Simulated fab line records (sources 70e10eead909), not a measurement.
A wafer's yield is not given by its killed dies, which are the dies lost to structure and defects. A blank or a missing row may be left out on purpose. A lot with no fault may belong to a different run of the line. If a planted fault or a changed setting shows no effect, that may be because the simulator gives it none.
fab line records	flow nand_harc
record lots=6	wafers=18	last_day=24
route steps=1159 shown A_ZERO_WELL@403 A_SOURCE_PLATE@413 END@1159
lots that met no fault: from a run of the same line without faults
start_h: hours from the record's opening day to when the first of the lot's shown wafers began	wait_h: time in hours since the lot's previous step	" as in the row above	L1.1+2: a row that stands for several wafers	- no value present, or no start provided	* or withheld: withheld	< > ~ a bound
route shown NAME@n: NAME is a module with steps in the file, n the number in the route of the first one	usual: mean and standard deviation over wafers with no fault	same: alike in all rows	chamber/n: place in a boat	sites: the reading at each site	_std_site: the values' standard deviation	_edge_site: inner sites' mean taken away from outer sites' mean	radius_mm: how far each site lies from the wafer's centre	mask NAME#n: copy n	behind: tool/chamber where the wafer was last shaped	hold: why the lot was held/for how many hours/how that ended	device: names the non-switching transistor (n, p or np)	end of line: tests run on the same wafers once the route is complete	a step given without rows: its recipe and nothing more	killed: the dies lost at the first sort to structure and to defects; this is not the yield of the wafer	map: a wafer's dies, x killed, . not, _ none there
set.NAME: the setting as run; set.NAME@STEP: as run at that earlier step	model.NAME: the simulator's own value behind a step, which no gauge read
certain route steps with their lots: each step a table, each wafer a row
services: when a tool's chamber went out of use (start_h, in hours from the record's first day, below 0 if earlier), for how many hours, and the reason
## steps
# step NHARC_A_ZERO_WELL_DESCUM_12
# recipe time_s=3	o2_flow_sccm=200	ar_flow_sccm=0	bias_power_w=0	chemistry=O2
# usual drypump_motor_current_A=5.5/0.59	oes_product_au=1.008/0.015	rf_vpp_V=57.8/0.88	showerhead_plenum_p_Torr=1.91/0.09	throttle_valve_pct=11.309/0.0084
# same bias_power_w=0
lot.wafer	tool	chamber	start_h	wait_h	drypump_motor_current_A	oes_product_au	rf_hours_counter_h	rf_vpp_V	showerhead_plenum_p_Torr	throttle_valve_pct
L149.2	rie_diel-03	3	150.66	-	5.3	1.009	9	57.7	2.04	11.299
L149.4	"	0	"	"	5.6	1.021	9	57.5	1.78	11.308
L149.5	"	3	"	"	5.3	1.025	-	57.8	2.04	11.320
L151.2	rie_diel-01	1	156.04	-	5.6	0.996	1	58.7	1.88	11.295
L151.3	"	2	"	"	4.9	1.020	1	58.8	1.99	11.314
L151.5	"	1	"	"	5.6	1.001	-	58.8	1.88	11.298
L156.2	rie_diel-12	1	180.93	-	4.9	1.031	11	57.7	1.90	11.309
L156.3	"	3	"	"	5.7	0.999	10	57.3	1.96	11.292
L156.5	"	1	"	"	4.9	1.024	-	56.8	1.90	11.320
L160.3	rie_diel-03	0	212.42	-	5.6	1.030	14	56.6	1.78	11.298
L160.4	"	3	"	"	5.3	1.007	14	58.7	2.03	11.310
L160.6	"	0	"	"	5.6	1.028	-	56.6	1.78	11.301
L166.1	rie_diel-01	3	245.37	-	6.8	0.984	11	57.9	1.83	11.327
L166.2	"	1	"	"	5.5	1.009	10	56.6	1.88	11.303
L166.5	"	3	"	"	6.8	0.997	-	56.9	1.83	11.316
L168.4	rie_diel-01	3	257.40	-	6.8	0.965	12	57.0	1.82	11.314
L168.3	"	0	"	"	5.1	1.020	11	59.4	1.79	11.319
L168.6	"	2	"	"	4.9	1.015	-	57.7	1.99	11.323
# step NHARC_A_ZERO_WELL_ETCH_19
# recipe target_depth_a=800	overetch_a=240	time_s=87.88	ion_energy_ev=200	n2_flow_sccm=150	h2_flow_sccm=150	ar_flow_sccm=0	rf_w=400	bias_w=150	chemistry=N2/H2
# usual drypump_motor_current_A=5.6/0.59	oes_product_au=1.007/0.015	rf_vpp_V=430.3/2.8	showerhead_plenum_p_Torr=2.04/0.098	throttle_valve_pct=14.171/0.0086
lot.wafer	tool	chamber	start_h	wait_h	drypump_motor_current_A	oes_product_au	rf_hours_counter_h	rf_vpp_V	showerhead_plenum_p_Torr	throttle_valve_pct
L149.2	rie_diel-03	3	150.75	0.1	5.3	1.014	9	433.5	2.17	14.176
L149.4	"	1	"	"	6.1	1.009	9	426.2	1.93	14.180
L149.5	"	2	"	"	5.9	1.010	-	432.3	2.14	14.170
L151.3	rie_diel-01	2	156.12	0.1	4.9	1.014	1	432.2	2.12	14.180
L151.2	"	3	"	"	6.8	0.985	1	427.2	1.95	14.160
L151.5	"	3	"	"	6.8	0.976	-	427.2	1.95	14.177
L156.3	rie_diel-12	1	181.51	0.6	4.9	1.007	11	431.0	2.02	14.164
L156.2	"	2	"	"	5.5	1.000	9	434.0	2.16	14.172
L156.5	"	1	"	"	4.9	1.025	-	429.1	2.02	14.148
L160.3	rie_diel-03	1	212.50	0.1	6.1	0.994	14	427.2	1.93	14.171
L160.4	"	2	"	"	5.9	0.996	11	432.4	2.14	14.154
L160.6	"	1	"	"	6.1	1.003	-	427.7	1.93	14.180
L166.2	rie_diel-01	3	245.47	0.1	6.8	0.986	11	427.4	1.94	14.161
L166.1	"	1	"	"	5.6	1.005	10	428.6	2.00	14.169
L166.5	"	2	"	"	4.9	1.026	-	433.5	2.12	14.192
L168.4	rie_diel-01	3	257.49	0.1	6.8	0.989	12	428.4	1.94	14.182
L168.3	"	0	"	"	5.1	1.019	11	427.1	1.90	14.181
L168.6	"	1	"	"	5.5	1.014	-	428.1	2.00	14.171
# step NHARC_A_ZERO_WELL_ETCH_13
# recipe target_depth_a=1200	time_s=40.1	hbr_flow_sccm=150	cl2_flow_sccm=50	rf_w=400	icp_w=400	bias_w=100	chemistry=HBr/Cl2
# usual drypump_motor_current_A=5.8/0.44	oes_product_au=0.992/0.013	throttle_valve_pct=26.406/0.0086
lot.wafer	tool	chamber	start_h	wait_h	drypump_motor_current_A	oes_product_au	rf_hours_counter_h	throttle_valve_pct
L149.2	rie_si-02	0	150.88	-	6.0	0.998	0.8	26.413
L149.4	"	2	"	"	5.4	0.989	0.9	26.401
L149.5	"	0	"	"	6.1	0.994	-	26.385
L151.2	rie_si-06	2	156.25	-	5.7	1.014	0.8	26.402
L151.3	"	3	"	"	5.7	0.992	0.8	26.398
L151.5	"	1	"	"	5.6	0.972	-	26.399
L156.2	rie_si-02	2	181.62	-	5.4	0.985	1.1	26.394
L156.3	"	1	"	"	5.7	1.004	1.0	26.394
L156.5	"	2	"	"	5.4	0.978	-	26.417
L160.4	rie_si-06	2	212.63	-	5.7	0.992	0.1	26.406
L160.3	"	0	"	"	6.5	0.995	0.1	26.399
L160.6	"	1	"	"	5.6	0.967	-	26.408
L166.2	rie_si-06	0	245.63	-	6.5	1.008	0.4	26.405
L166.1	"	1	"	"	5.6	0.966	0.3	26.399
L166.5	"	2	"	"	5.7	1.007	-	26.397
L168.3	rie_si-06	3	257.59	-	5.8	0.974	0.5	26.412
L168.4	"	0	"	"	6.5	1.002	0.4	26.416
L168.6	"	3	"	"	5.8	0.981	-	26.424
# step NHARC_A_ZERO_WELL_STRIP_14
# recipe time_s=900	temp_c=130	chemistry=SPM
# step NHARC_A_ZERO_WELL_IMPLANT_15
# recipe energy_kev=150	dose_cm2=1e+13	tilt_deg=7
# step NHARC_A_ZERO_WELL_PRECLEAN_22
# recipe time_s=60	temp_c=50	bath_age_min=0	chemistry=SC1
# step NHARC_A_ZERO_WELL_SRD_23
# step NHARC_A_ZERO_WELL_RTA_16
# recipe temp_c=1000	time_s=10
# usual lamp_power_pct=29.6/1.1	wafer_temp_C_max=1004.0/1.4
lot.wafer	tool	chamber	start_h	wait_h	lamp_power_pct	wafer_temp_C_max
L149.2	rtp_anneal-01	0	151.79	-	28.7	1005.2
L149.4	"	0	"	"	28.7	1005.3
L149.5	"	0	"	"	28.7	1005.3
L151.2	rtp_anneal-02	0	157.25	-	30.9	1003.9
L151.3	"	0	"	"	30.8	1003.9
L151.5	"	0	"	"	30.9	1002.0
L156.2	rtp_anneal-01	0	182.55	-	28.6	1004.2
L156.3	"	0	"	"	28.7	1003.4
L156.5	"	0	"	"	28.6	1006.1
L160.3	rtp_anneal-01	0	213.58	-	28.7	1003.8
L160.4	"	0	"	"	28.6	1005.4
L160.6	"	0	"	"	28.6	1005.9
L166.1	rtp_anneal-02	0	246.61	-	30.8	1002.2
L166.2	"	0	"	"	30.9	1003.3
L166.5	"	0	"	"	30.9	1003.1
L168.3	rtp_anneal-02	0	258.55	-	30.9	1002.8
L168.4	"	0	"	"	30.9	1003.4
L168.6	"	0	"	"	30.8	1002.4
# step NHARC_A_ZERO_WELL_INSPECT_17
# usual raw_defect_count=12/6.5
lot.wafer	tool	chamber	start_h	wait_h	raw_defect_count
L149.2	defect_inspect-02	-	151.97	0.1	18
L149.4	"	-	"	"	23
L149.5	"	-	"	"	7
L151.2	defect_inspect-01	-	157.42	0.1	18
L151.3	"	-	"	"	3
L151.5	"	-	"	"	14
L156.2	defect_inspect-02	-	182.72	0.1	21
L156.3	"	-	"	"	11
L156.5	"	-	"	"	17
L160.3	defect_inspect-02	-	213.72	0.1	10
L160.4	"	-	"	"	15
L160.6	"	-	"	"	17
L166.1	defect_inspect-02	-	246.81	0.2	13
L166.2	"	-	"	"	10
L166.5	"	-	"	"	14
L168.3	defect_inspect-01	-	258.69	0.1	7
L168.4	"	-	"	"	10
L168.6	"	-	"	"	11
# step NHARC_A_SOURCE_PLATE_PRECLEAN_00
# recipe time_s=60	chemistry=HF-LAST
# step NHARC_A_SOURCE_PLATE_SRD_01
# step NHARC_A_SOURCE_PLATE_OXIDE_02
# recipe target_thk_a=100	temp_c=900	ox_time_s=1362	material=SiO2
lot.wafer	tool	chamber	start_h	wait_h
L149.2+4+5	furnace-05	0	155.06	-
L151.2+3+5	furnace-02	0	160.78	-
L156.2+3+5	furnace-02	0	183.09	-
L156.2+3+5	furnace-05	0	189.28	2.4
L160.3+4+6	furnace-02	0	215.32	-
L160.3+4+6	furnace-08	0	219.38	0.3
L166.1+2+5	furnace-02	0	249.38	-
L168.3+4+6	furnace-02	0	260.95	-
# step NHARC_A_SOURCE_PLATE_THK_MEAS_09
# recipe thk_meas_gauge=ellipsometry
# usual thk_nm=9.5/1
lot.wafer	tool	chamber	start_h	wait_h	thk_nm
L149.2	film_metro-02	-	159.12	0.4	9.2
L149.4	"	-	"	"	9.7
L149.5	"	-	"	"	11.4
L151.2	film_metro-02	-	164.84	0.4	10.8
L151.3	"	-	"	"	10.5
L151.5	"	-	"	"	10.4
L156.2	film_metro-02	-	193.75	0.7	17.3
L156.3	"	-	"	"	15.8
L156.5	"	-	"	"	15.1
L160.3	film_metro-02	-	223.79	0.7	15.2
L160.4	"	-	"	"	13.9
L160.6	"	-	"	"	16.4
L166.1	film_metro-01	-	253.45	0.4	10.6
L166.2	"	-	"	"	9.5
L166.5	"	-	"	"	8.4
L168.3	film_metro-01	-	264.98	0.4	8.1
L168.4	"	-	"	"	9.3
L168.6	"	-	"	"	11.7
# step NHARC_A_SOURCE_PLATE_PVD_04
# recipe target_thk_a=500	material=WSi2
# step NHARC_END_SORT_01
# recipe temp_c=25
# usual killed_at_array=28/10	killed_at_other=0.6/1.1	killed_at_periphery=3.6/2.6	killed_dies=32/10	killed_open=3.3/1.8	killed_short=1.9/1.4
# same gross_dies=677
lot.wafer	tool	chamber	start_h	wait_h	killed_at_array	killed_at_other	killed_at_periphery	killed_dies	killed_open	killed_short
L149.2	prober-01	0	457.36	2.8	11	1	1	13	3	1
L149.4	prober-01	0	458.96	3.4	9	1	5	15	2	4
L149.5	prober-01	0	459.76	3.7	13	0	3	16	2	0
L156.2	prober-02	0	478.31	2.8	25	2	5	32	2	0
L156.3	prober-02	0	479.10	3.1	35	5	2	42	5	3
L156.5	prober-02	0	480.67	3.6	34	0	2	36	3	2
L160.3	prober-02	0	515.35	3.1	28	2	2	32	2	0
L160.4	prober-02	0	516.16	3.4	30	0	4	34	1	2
L160.6	prober-02	0	517.77	4.0	28	1	6	35	2	2
L166.1	prober-02	0	555.61	2.5	21	0	0	21	3	4
L166.2	prober-02	0	556.41	2.8	18	0	1	19	5	2
L166.5	prober-02	0	558.83	3.7	17	1	5	23	6	3
L168.3	prober-01	0	567.34	6.0	29	1	2	32	5	1
L168.4	prober-01	0	568.15	6.3	27	1	2	30	3	2
L168.6	prober-01	0	569.78	6.9	26	0	0	26	0	1
# killed by level:class
L149.2 A_CONTACT:geometric_particle:open=2 A_CHANNEL_HOLE_D1:chamber_film_flake=2 A_STAIRCASE:chamber_film_flake=2 A_CONTACT:chamber_film_flake=2 A_SOURCE_PLATE:geometric_particle:short=1 A_CHANNEL_FILL_D1:geometric_particle:open=1 P_M1:chamber_film_flake=1 A_WL_FILL:chamber_film_flake=1
L149.4 P_GATE:chamber_film_flake=3 A_STAIRCASE:chamber_film_flake=3 P_CONTACT:geometric_particle:short=1 A_SOURCE_PLATE:geometric_particle:short=1 A_ONON_D1:geometric_particle:open=1 A_CONTACT:geometric_particle:short=1 A_M0:geometric_particle:open=1 STARTING-WAFER:geometric_particle:short=1
L149.5 A_CHANNEL_HOLE_D1:chamber_film_flake=4 A_WL_FILL:chamber_film_flake=3 A_CONTACT:chamber_film_flake=3 P_GATE:chamber_film_flake=2 A_CHANNEL_FILL_D1:geometric_particle:open=1 A_CONTACT:geometric_particle:open=1 P_BONDPAD:chamber_film_flake=1 A_STAIRCASE:chamber_film_flake=1
L156.2 A_SLIT:chamber_film_flake=11 A_STAIRCASE:chamber_film_flake=7 P_GATE:chamber_film_flake=3 A_CHANNEL_HOLE_D1:chamber_film_flake=3 A_WL_FILL:chamber_film_flake=2 THIN_TSV:chamber_film_flake=2 P_M2:geometric_particle:open=1 A_ONON_D1:geometric_particle:open=1
L156.3 A_SLIT:chamber_film_flake=19 A_STAIRCASE:chamber_film_flake=7 THIN_TSV:chamber_film_flake=3 A_WL_FILL:geometric_particle:open=2 STARTING-WAFER:geometric_particle:short=2 A_WL_FILL:chamber_film_flake=2 A_CONTACT:chamber_film_flake=2 P_GATE:geometric_particle:open=1
L156.5 A_SLIT:chamber_film_flake=15 A_STAIRCASE:chamber_film_flake=4 A_CONTACT:chamber_film_flake=4 A_CHANNEL_HOLE_D1:chamber_film_flake=3 A_CONTACT:geometric_particle:short=2 A_BONDPAD:chamber_film_flake=2 A_ONON_D1:geometric_particle:open=1 A_CHANNEL_FILL_D1:geometric_particle:open=1
L160.3 A_CHANNEL_HOLE_D1:chamber_film_flake=21 A_STAIRCASE:chamber_film_flake=3 P_GATE:chamber_film_flake=2 THIN_TSV:chamber_film_flake=2 A_WL_FILL:geometric_particle:open=1 A_M0:geometric_particle:open=1 A_CHANNEL_FILL_D1:chamber_film_flake=1 A_SLIT:chamber_film_flake=1
L160.4 A_CHANNEL_HOLE_D1:chamber_film_flake=19 P_GATE:chamber_film_flake=4 A_CHANNEL_FILL_D1:chamber_film_flake=3 A_STAIRCASE:chamber_film_flake=2 A_CONTACT:chamber_film_flake=2 A_SOURCE_PLATE:geometric_particle:short=1 A_ONON_D1:geometric_particle:short=1 A_STAIRCASE:geometric_particle:open=1
L160.6 A_CHANNEL_HOLE_D1:chamber_film_flake=24 P_CONTACT:geometric_particle:short=2 P_GATE:chamber_film_flake=2 P_M1:geometric_particle:open=1 A_CONTACT:geometric_particle:open=1 P_BONDPAD:chamber_film_flake=1 A_CHANNEL_FILL_D1:chamber_film_flake=1 A_STAIRCASE:chamber_film_flake=1
L166.1 A_CHANNEL_HOLE_D1:chamber_film_flake=5 A_CONTACT:chamber_film_flake=4 A_STAIRCASE:chamber_film_flake=3 A_SLIT:chamber_film_flake=2 A_ONON_D1:geometric_particle:short=1 A_ONON_D1:geometric_particle:open=1 A_CHANNEL_HOLE_D1:geometric_particle:short=1 A_SGD_CUT:geometric_particle:short=1
L166.2 A_CONTACT:chamber_film_flake=4 A_CONTACT:geometric_particle:open=2 A_ZERO_WELL:chamber_film_flake=2 A_CHANNEL_HOLE_D1:chamber_film_flake=2 A_STAIRCASE:chamber_film_flake=2 P_CONTACT:geometric_particle:open=1 A_SOURCE_PLATE:geometric_particle:short=1 A_ONON_D1:geometric_particle:short=1
L166.5 A_CHANNEL_HOLE_D1:chamber_film_flake=6 A_CONTACT:chamber_film_flake=4 P_GATE:geometric_particle:open=2 P_M1:geometric_particle:short=1 P_BONDPAD:geometric_particle:open=1 A_SOURCE_PLATE:geometric_particle:short=1 A_ONON_D1:geometric_particle:short=1 A_CHANNEL_HOLE_D1:geometric_particle:open=1
L168.3 A_SLIT:chamber_film_flake=13 A_CHANNEL_HOLE_D1:chamber_film_flake=7 A_CONTACT:chamber_film_flake=4 P_M1:geometric_particle:open=1 A_SOURCE_PLATE:geometric_particle:open=1 A_ONON_D1:geometric_particle:open=1 A_BLC:geometric_particle:open=1 A_M0:geometric_particle:short=1
L168.4 A_SLIT:chamber_film_flake=12 A_CHANNEL_HOLE_D1:chamber_film_flake=5 A_STAIRCASE:chamber_film_flake=3 A_CONTACT:chamber_film_flake=3 P_M2:geometric_particle:open=1 A_WL_FILL:geometric_particle:short=1 A_M0:geometric_particle:open=1 A_M1:geometric_particle:short=1
L168.6 A_SLIT:chamber_film_flake=14 A_CONTACT:chamber_film_flake=6 A_CHANNEL_HOLE_D1:chamber_film_flake=4 A_SOURCE_PLATE:geometric_particle:short=1 A_STAIRCASE:chamber_film_flake=1
## services
tool	chamber	start_h	hours	kind
rie_diel-01	-	137.81	9.0	pm
rie_diel-01	0	137.81	9.0	vent_cycle
rie_diel-01	1	137.81	9.0	vent_cycle
rie_diel-01	2	137.81	9.0	vent_cycle
rie_diel-01	3	137.81	9.0	vent_cycle
rie_diel-01	0	146.81	-	clean
rie_diel-01	1	146.81	-	clean
rie_diel-01	2	146.81	-	clean
rie_diel-01	3	146.81	-	clean
rie_diel-12	-	156.59	2.6	repair
rie_diel-12	-	171.28	0.6	repair
rie_diel-01	0	171.31	-	clean
rie_diel-01	1	171.31	-	clean
rie_si-06	-	183.00	9.0	pm
furnace-02	-	195.56	8.0	repair
rie_si-02	3	198.70	12.6	repair
rie_diel-12	-	202.47	9.0	pm
rie_si-02	-	211.00	9.0	pm
rie_diel-12	0	211.63	6.9	repair
rie_diel-03	-	215.30	9.0	pm
rie_si-06	1	215.96	6.8	repair
rie_diel-01	0	242.21	10.2	repair
rie_si-02	0	245.35	20.3	repair
rie_si-06	0	260.03	2.9	repair
## key
first_sign step=NHARC_A_SOURCE_PLATE_OXIDE_02	reading=visit	direction=added
effect step=NHARC_A_SOURCE_PLATE_THK_MEAS_09	reading=thk_nm	direction=up	sigmas=6.1	usual=9.5	struck=15.6
met_at NHARC_A_SOURCE_PLATE_OXIDE_02
struck_wafers L156.2,L156.3,L156.5,L160.3,L160.4,L160.6
tester_left_out L156,L160
fault kind=repeated_step_whole	tool=furnace-02,furnace-05,furnace-08	chamber=-	onset_h=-	steps=NHARC_A_SOURCE_PLATE_OXIDE_02	times=1	scope=struck_lots_only
# tester_left_out: of these lots the tester's yield and bins aren't shown, on N5 and GAA mostly nor the transistor test; their killed dies are dies lost to structure and defects alone, not to doping, threshold or leakage, so they don't give the yield
